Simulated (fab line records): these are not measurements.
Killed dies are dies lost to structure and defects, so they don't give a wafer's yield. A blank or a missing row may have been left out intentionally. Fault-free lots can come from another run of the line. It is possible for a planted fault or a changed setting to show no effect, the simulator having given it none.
fab line records	flow nandHarc
record lots=5	wafers=15	lastDay=23
route steps=1159 shown A_ONON_D1@430 END@1159
lots with no fault: from the same line, run without faults
startH: start of the lot's first displayed wafer, in hours after the record's first day	waitH: time in hours since the lot's previous step	" repeats the value in the row above	L1.1+2: a row that stands for several wafers	- no value present, or no start provided	* or withheld: withheld	< > ~ a bound
route shown NAME@n: NAME is a module with steps in the file, n the number in the route of the first one	usual: mean/standard deviation of fault-free wafers	same: alike in all rows	chamber/n: place in a boat	sites: per-site readings	_std_site: standard deviation of those values	_edge_site: mean of outer sites minus mean of inner sites	radiusMm: how far each site lies from the wafer's centre	mask NAME#n: copy n	behind: tool/chamber where the wafer was last shaped	hold: why the lot was held/for how many hours/how that ended	device: names the non-switching transistor (n, p or np)	end of line: at the end of the route, the tests of the same wafers	a step with no rows: only its recipe	killed: not the wafer's yield, but the dies lost to structure and defects at the first sort	map: shows each die of a wafer: x if killed, . if not, _ if none is there
set.NAME: the setting the step ran with; set.NAME@STEP: the setting that earlier step ran with	model.NAME: the simulator's own value behind a step, which no gauge read
lots at some steps of the route; a table a step, a row a wafer
services: the hour from which a tool's chamber was out of use, counted from the record's first day as startH (under 0 if before that day), plus the number of hours and why
## steps
# step NHARC_A_ONON_D1_DEP_09
# recipe targetThkA=10000	n2FlowSccm=2750	n2oFlowSccm=2000	nh3FlowSccm=500	sih4FlowSccm=210	tempC=400
# step NHARC_A_ONON_D1_THK_MEAS_11
# recipe thkMeasGauge=ellipsometry
# usual thkNm=1001/9.1
lot.wafer	tool	chamber	startH	waitH	thkNm
L840.1	filmMetro-01	-	204.47	-	1004
L840.3	"	-	"	"	1005
L840.6	"	-	"	"	1003
L844.1	filmMetro-01	-	219.22	-	981
L844.5	"	-	"	"	983
L844.6	"	-	"	"	982
L843.1	filmMetro-01	-	225.07	-	991
L843.2	"	-	"	"	992
L843.3	"	-	"	"	992
L851.3	filmMetro-02	-	266.90	-	999
L851.4	"	-	"	"	999
L851.6	"	-	"	"	998
L854.3	filmMetro-02	-	278.90	-	1005
L854.5	"	-	"	"	1006
L854.6	"	-	"	"	1005
# step NHARC_A_ONON_D1_DEP_12
# recipe targetThkA=10000	n2FlowSccm=2750	n2oFlowSccm=2000	nh3FlowSccm=500	sih4FlowSccm=210	tempC=400
# step NHARC_A_ONON_D1_THK_MEAS_14
# recipe thkMeasGauge=ellipsometry
# usual thkNm=996/11
lot.wafer	tool	chamber	startH	waitH	thkNm
L840.1	filmMetro-02	-	205.03	-	999
L840.3	"	-	"	"	1000
L840.6	"	-	"	"	999
L844.1	filmMetro-01	-	219.79	-	1011
L844.5	"	-	"	"	1011
L844.6	"	-	"	"	1010
L843.1	filmMetro-01	-	225.64	-	993
L843.2	"	-	"	"	992
L843.3	"	-	"	"	992
L851.3	filmMetro-01	-	267.48	-	977
L851.4	"	-	"	"	978
L851.6	"	-	"	"	978
L854.3	filmMetro-02	-	279.47	-	1004
L854.5	"	-	"	"	1004
L854.6	"	-	"	"	1006
# step NHARC_A_ONON_D1_ANNEAL_15
# recipe tempC=750	timeS=3600
# step NHARC_A_ONON_D1_DEP_16
# recipe targetThkA=10000	n2FlowSccm=2750	n2oFlowSccm=2000	nh3FlowSccm=500	sih4FlowSccm=210	tempC=400
# step NHARC_A_ONON_D1_THK_MEAS_18
# recipe thkMeasGauge=ellipsometry
# usual thkNm=1001/12
lot.wafer	tool	chamber	startH	waitH	thkNm
L840.1	filmMetro-02	-	211.75	-	1024
L840.3	"	-	"	"	1024
L840.6	"	-	"	"	1026
L844.1	filmMetro-01	-	226.83	-	989
L844.5	"	-	"	"	991
L844.6	"	-	"	"	991
L843.1	filmMetro-02	-	232.84	-	989
L843.2	"	-	"	"	989
L843.3	"	-	"	"	990
L851.3	filmMetro-02	-	274.62	-	994
L851.4	"	-	"	"	995
L851.6	"	-	"	"	994
L854.3	filmMetro-01	-	286.59	-	999
L854.5	"	-	"	"	1000
L854.6	"	-	"	"	1001
# step NHARC_A_ONON_D1_DEP_19
# recipe targetThkA=10000	n2FlowSccm=2750	n2oFlowSccm=2000	nh3FlowSccm=500	sih4FlowSccm=210	tempC=400
# step NHARC_A_ONON_D1_THK_MEAS_21
# recipe thkMeasGauge=ellipsometry
# usual thkNm=998/9
lot.wafer	tool	chamber	startH	waitH	thkNm
L840.1	filmMetro-01	-	212.31	-	990
L840.3	"	-	"	"	989
L840.6	"	-	"	"	988
L844.1	filmMetro-02	-	227.40	-	1007
L844.5	"	-	"	"	1008
L844.6	"	-	"	"	1007
L843.1	filmMetro-02	-	233.43	-	986
L843.2	"	-	"	"	985
L843.3	"	-	"	"	985
L851.3	filmMetro-02	-	275.19	-	999
L851.4	"	-	"	"	1000
L851.6	"	-	"	"	1000
L854.3	filmMetro-01	-	287.16	-	999
L854.5	"	-	"	"	1001
L854.6	"	-	"	"	1000
# step NHARC_A_ONON_D1_DEP_22
# recipe targetThkA=10000	n2FlowSccm=2750	n2oFlowSccm=2000	nh3FlowSccm=500	sih4FlowSccm=210	tempC=400
# step NHARC_A_ONON_D1_THK_MEAS_24
# recipe thkMeasGauge=ellipsometry
# usual thkNm=1000/8.5
lot.wafer	tool	chamber	startH	waitH	thkNm
L840.1	filmMetro-01	-	212.88	-	1014
L840.3	"	-	"	"	1014
L840.6	"	-	"	"	1014
L844.1	filmMetro-01	-	227.96	-	1009
L844.5	"	-	"	"	1008
L844.6	"	-	"	"	1007
L843.1	filmMetro-01	-	233.99	-	996
L843.2	"	-	"	"	995
L843.3	"	-	"	"	994
L851.3	filmMetro-01	-	275.76	-	988
L851.4	"	-	"	"	990
L851.6	"	-	"	"	987
L854.3	filmMetro-01	-	287.73	-	997
L854.5	"	-	"	"	998
L854.6	"	-	"	"	1000
# step NHARC_A_ONON_D1_DEP_25
# recipe targetThkA=10000	n2FlowSccm=2750	n2oFlowSccm=2000	nh3FlowSccm=500	sih4FlowSccm=210	tempC=400
lot.wafer	tool	chamber	startH	waitH
L840.1+3+6	pecvdOnon-04	0	212.94	0.1
L844.1+5+6	pecvdOnon-01	0	228.02	0.1
L843.1+2+3	pecvdOnon-04	0	234.05	0.1
L851.3+4+6	pecvdOnon-01	0	275.93	0.2
L854.3+5+6	pecvdOnon-02	0	287.90	0.2
# step NHARC_A_ONON_D1_THK_MEAS_27
# recipe thkMeasGauge=ellipsometry
# usual thkNm=999/8.4
lot.wafer	tool	chamber	startH	waitH	thkNm
L840.1	filmMetro-02	-	213.44	-	1009
L840.3	"	-	"	"	1008
L840.6	"	-	"	"	1008
L844.1	filmMetro-02	-	228.53	-	1007
L844.5	"	-	"	"	1007
L844.6	"	-	"	"	1007
L843.1	filmMetro-01	-	234.56	-	568
L843.2	"	-	"	"	991
L843.3	"	-	"	"	990
L851.3	filmMetro-02	-	276.32	-	998
L851.4	"	-	"	"	998
L851.6	"	-	"	"	1000
L854.3	filmMetro-02	-	288.30	-	1010
L854.5	"	-	"	"	1011
L854.6	"	-	"	"	1011
# step NHARC_A_ONON_D1_DEP_28
# recipe targetThkA=10000	n2FlowSccm=2750	n2oFlowSccm=2000	nh3FlowSccm=500	sih4FlowSccm=210	tempC=400
# step NHARC_END_SORT_01
# recipe tempC=25
# usual killedAtArray=27/12	killedAtOther=0.8/1	killedAtPeriphery=4.0/2.5	killedDies=32/11	killedOpen=3.3/1.8	killedShort=2.0/1.5
# same grossDies=677
lot.wafer	tool	chamber	startH	waitH	killedAtArray	killedAtOther	killedAtPeriphery	killedDies	killedOpen	killedShort
L843.1	prober-01	0	497.22	2.5	671	0	6	677	4	2
# killed by level:class
L843.1 A_ONON_D1:areaDep=644 A_SLIT:chamberFilmFlake=10 P_ZERO_WELL:chamberFilmFlake=6 A_CHANNEL_HOLE_D1:chamberFilmFlake=4 A_CONTACT:chamberFilmFlake=4 A_STAIRCASE:chamberFilmFlake=2 A_CHANNEL_HOLE_D1:geometricParticle:short=1 A_CHANNEL_FILL_D1:geometricParticle:open=1
# map L843.1 (x killed, . not)
____________x____________
_________xxxxxxx_________
_______xxxxxxxxxxx_______
______xxxxxxxxxxxxx______
_____xxxxxxxxxxxxxxx_____
____xxxxxxxxxxxxxxxxx____
____xxxxxxxxxxxxxxxxx____
___xxxxxxxxxxxxxxxxxxx___
___xxxxxxxxxxxxxxxxxxx___
__xxxxxxxxxxxxxxxxxxxxx__
__xxxxxxxxxxxxxxxxxxxxx__
_xxxxxxxxxxxxxxxxxxxxxxx_
_xxxxxxxxxxxxxxxxxxxxxxx_
_xxxxxxxxxxxxxxxxxxxxxxx_
_xxxxxxxxxxxxxxxxxxxxxxx_
_xxxxxxxxxxxxxxxxxxxxxxx_
xxxxxxxxxxxxxxxxxxxxxxxxx
xxxxxxxxxxxxxxxxxxxxxxxxx
xxxxxxxxxxxxxxxxxxxxxxxxx
xxxxxxxxxxxxxxxxxxxxxxxxx
xxxxxxxxxxxxxxxxxxxxxxxxx
_xxxxxxxxxxxxxxxxxxxxxxx_
_xxxxxxxxxxxxxxxxxxxxxxx_
_xxxxxxxxxxxxxxxxxxxxxxx_
_xxxxxxxxxxxxxxxxxxxxxxx_
_xxxxxxxxxxxxxxxxxxxxxxx_
__xxxxxxxxxxxxxxxxxxxxx__
__xxxxxxxxxxxxxxxxxxxxx__
___xxxxxxxxxxxxxxxxxxx___
___xxxxxxxxxxxxxxxxxxx___
____xxxxxxxxxxxxxxxxx____
____xxxxxxxxxxxxxxxxx____
_____xxxxxxxxxxxxxxx_____
______xxxxxxxxxxxxx______
_______xxxxxxxxxxx_______
_________xxxxxxx_________
____________x____________
# map L840.3 (x killed, . not)
____________.____________
_________......._________
_______..........._______
______..x..........______
_____.........x....._____
____.................____
____.................____
___...................___
___...................___
__......x..............__
__x..........x.........__
_...........x..........._
_...........x.x....x...._
_........x.x.....x......_
_.....................xx_
_..x..x...xxx....x......_
...........xx............
...xx......x.............
..x......................
...........x.............
x.....................x..
_.....x................._
_....x.x................_
_..........x............_
_......................._
_......................._
__.............x.......__
__.....................__
___...................___
___...................___
____....x............____
____........x........____
_____..............._____
______....xx.x.....______
_______..........._______
_________......._________
____________.____________
## services
tool	chamber	startH	hours	kind
pecvdOnon-01	-	195.00	13.0	pm
pecvdOnon-04	-	237.00	13.0	pm
## key
firstSign step=NHARC_A_ONON_D1_THK_MEAS_27	reading=thkNm	direction=down	sigmas=51	usual=999	struck=568
effect step=NHARC_END_SORT_01	reading=killedDies	direction=up	sigmas=58	usual=32	struck=677
moreKillsBornAt NHARC_A_ONON_D1_DEP_25@pecvdOnon-04=644
metAt NHARC_A_ONON_D1_DEP_25
struckWafers L843.1
laterRowsLeftOut L843.1
testerLeftOut L843
onsetBetween 212.94 234.05
fault kind=processParameterDrift	tool=pecvdOnon-04	chamber=-	onsetH=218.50	steps=NHARC_A_ONON_D1_DEP_25	channel=targetThkA	offset=*	shape=step	endH=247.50	scope=struckWafersOnly	actsIn=*	stated=*
# testerLeftOut: of these lots the tester's yield and bins aren't shown, on N5 and GAA mostly nor the transistor test; their killed dies are dies lost to structure and defects alone, not to doping, threshold or leakage, so they don't give the yield
# laterRowsLeftOut: the simulator's readings of these wafers behind a module that went badly wrong aren't trusted and aren't shown, but for the sort
